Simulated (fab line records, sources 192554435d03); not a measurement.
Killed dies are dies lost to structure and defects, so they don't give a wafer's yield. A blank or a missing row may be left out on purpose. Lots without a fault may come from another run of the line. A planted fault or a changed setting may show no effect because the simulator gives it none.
Problem report in the 8D (eight disciplines) form, filled by code | flow n5_finfet | the parts of the form that need people (team, actions taken, sign-off) are left out

1. THE PROBLEM
rf_fwd_power_W at N5_BEOL_M2_VIA_ETCH_34 reads a mean of 431.5 W on 6 wafers of 2 lots; wafers without a fault read 347.1 W with a standard deviation of 1.7. That is +50 standard deviations from the usual mean.
The step: etches the open film in C4F6/O2, target depth 69.4 nm, time 65.9 s.
First seen on wafer L526.1, day 10 12:16, on rie_diel-04. The record holds 27 wafers of 9 lots with a number at this step. Rule for "out", or "out of limits": more than 4 standard deviations from the usual mean. The other wafers with a number count as sound.

2. WHAT IT IS AND WHAT IT IS NOT
question                    | is                       | is not
which readings at this step | rf_fwd_power_W, rf_vpp_V | drypump_motor_current_A, throttle_valve_pct
which lots                  | L526, L530               | L513, L515, L520, L522, L528, L532, L533
which wafers of those lots  | all that have a number   | -
read on which tools         | rie_diel-04              | rie_diel-05
when                        | from day 10 12:16        | up to then (12 sound wafers); but 9 sound wafers of L528, L532, L533 came after

3. SUSPECTS, AND WHAT RULES EACH OUT
Counting: a tool at a process step up to the reading stays a suspect if it ran every lot that is out and no sound lot after the first of them.
- rie_diel-04 at N5_BEOL_M2_ETCHBACK_99 (etches SiO2 in CHF3, target depth 5 nm, time 10.4 s): kept. It ran every lot that is out, first L526 (day 10 12:08), and no sound lot after that; its last sound lot up to then is L522 (day 9 16:41).
- rie_diel-04 at N5_BEOL_M2_VIA_ETCH_34 (etches the open film in C4F6/O2, target depth 69.4 nm, time 65.9 s): kept. It ran every lot that is out, first L526 (day 10 12:16), and no sound lot after that; its last sound lot up to then is L522 (day 9 16:49). Its own readings are out on those wafers: rf_fwd_power_W, rf_vpp_V.
Left after counting: rie_diel-04 at N5_BEOL_M2_ETCHBACK_99, rie_diel-04 at N5_BEOL_M2_VIA_ETCH_34.

4. THE CAUSE (what the simulator had put in)
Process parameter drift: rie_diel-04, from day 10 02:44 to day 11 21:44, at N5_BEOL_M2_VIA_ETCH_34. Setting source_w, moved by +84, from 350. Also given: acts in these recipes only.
Counting left 2 suspects, and this tool is among them.

5. THE CHAIN OF EFFECTS, in route order
Each row: a reading whose mean over the struck wafers that have a number lies more than 3 standard deviations from the usual. Only readings for which the record gives a usual standard deviation are gone through. hours: the time from each lot's start at the first step in this table that gives one to its start at this step, as a median over the lots. sigmas: the change in usual standard deviations.
hours | step                   | reading        | usual     | on struck wafers | change | sigmas
0     | N5_BEOL_M2_VIA_ETCH_34 | oes_f_703_au   | 0.81 a.u. | 1.08             | +0.27  | +3.1
0     | N5_BEOL_M2_VIA_ETCH_34 | oes_o_777_au   | 0.80 a.u. | 1.08             | +0.28  | +3.1
0     | N5_BEOL_M2_VIA_ETCH_34 | rf_fwd_power_W | 347.1 W   | 431.5            | +84.4  | +50
0     | N5_BEOL_M2_VIA_ETCH_34 | rf_vpp_V       | 668 V     | 604              | -64    | -7.9
The process steps in it:
- N5_BEOL_M2_VIA_ETCH_34: etches the open film in C4F6/O2, target depth 69.4 nm, time 65.9 s.
Later measuring or inspecting steps at which every struck wafer that the step has a row for has a number for every such reading, and none has moved that far: N5_BEOL_M4_RC_MEAS_101.

6. WHAT WOULD HAVE CAUGHT IT SOONER
In this record the first reading out of limits was taken at day 10 12:16, 10 hours after the fault began at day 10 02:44.
